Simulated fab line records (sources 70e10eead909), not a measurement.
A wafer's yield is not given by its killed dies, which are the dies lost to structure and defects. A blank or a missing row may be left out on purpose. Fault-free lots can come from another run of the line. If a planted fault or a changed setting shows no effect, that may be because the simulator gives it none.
8D (eight disciplines) problem report, filled in by code || flow nand harc || the parts of the form that need people (team, actions taken, sign-off) are left out

== 1. WHAT IS WRONG ==
Mean of thk nm at NHARC_A_ONON_D1_THK_MEAS_14: 533 nm across 3 wafers in 2 lots; on wafers with no fault it is 1000 nm (standard deviation 9.1). Relative to the usual mean, that is a shift of -51 standard deviations.
The step: measures by ellipsometry.
Seen first at day 10 17:53 on film metro-02, wafer L889.1. The record has a number at this step for 40 wafers belonging to 14 lots. By rule, "out" or "out of limits" means more than 4 standard deviations away from the usual mean. The other wafers with a number count as sound.

== 2. WHAT IT IS, AND WHAT IT ISN'T ==
{"question": "which readings at this step", "is": "thk nm", "is not": "-"}
{"question": "which lots", "is": "L889, L892", "is not": "L876, L877, L880, L881, L882, L884, L885, L886, L896, L897, L898, L899"}
{"question": "which wafers of those lots", "is": "L889.1, L889.3, L892.1", "is not": "L892.6"}
{"question": "read on which gauges", "is": "film metro-01, film metro-02", "is not": "-"}
{"question": "when", "is": "from day 10 17:53", "is not": "up to then (24 sound wafers); but 13 sound wafers of L892, L896, L897, L898, L899 came after"}

== 3. WHAT RULES OUT EACH SUSPECT ==
Counting: any tool at a process step up to the reading remains a suspect provided it ran every lot that is out. Sound lots after the first of them don't rule it out here, since some wafers of a struck lot are sound.
- the gauge at NHARC_A_ONON_D1_THK_MEAS_14 has been ruled out. Those wafers that are out were read across 2 gauges (film metro-01, film metro-02).
- pecvd onon-02 at NHARC_A_ONON_D1_DEP_12 (target thk 1000 nm): kept. Every lot that is out went through it, the first being L889 (day 10 17:22); the last sound lot it ran before that was L886 (day 9 23:40).
After counting, what remains is pecvd onon-02 at NHARC_A_ONON_D1_DEP_12.

== 4. THE CAUSE (what the simulator had put in) ==
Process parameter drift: pecvd onon-02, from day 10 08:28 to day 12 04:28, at NHARC_A_ONON_D1_DEP_12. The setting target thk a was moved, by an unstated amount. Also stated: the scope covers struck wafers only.
The count eliminated every tool but this one.

== 5. SEQUENCE OF EFFECTS, ordered by route ==
Rows list readings where the struck wafers' mean (over those with a number) sits beyond 3 standard deviations from the usual. Only readings for which the record gives a usual standard deviation are gone through. hours: the time from each lot's start at the first step in this table that gives one to its start at this step, as a median over the lots. sigmas: the change in usual standard deviations.
{"hours": 0, "step": "NHARC_A_ONON_D1_THK_MEAS_14", "reading": "thk nm", "usual": "1000 nm", "on struck wafers": 533, "change": -467, "sigmas": -51}
{"hours": 277, "step": "NHARC_END_SORT_01", "reading": "killed at array", "usual": 25, "on struck wafers": 672, "change": "+646", "sigmas": "+68"}
{"hours": 277, "step": "NHARC_END_SORT_01", "reading": "killed dies", "usual": 29, "on struck wafers": 677, "change": "+648", "sigmas": "+65"}
Later measuring or inspecting steps at which every struck wafer that the step has a row for has a number for every such reading, and none has moved that far: NHARC_A_ONON_D1_INSPECT_32.

== 6. HOW IT WOULD HAVE BEEN CAUGHT EARLIER ==
9 hours passed between the start of the fault at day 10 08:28 and the first reading out of limits at a measuring or inspecting step in this record, taken at day 10 17:53.
Among the 2 lots that are out, L892 began NHARC_A_ONON_D1_DEP_12 on pecvd onon-02 after day 10 17:53. It would have been spared by a hold on the tool at that moment.
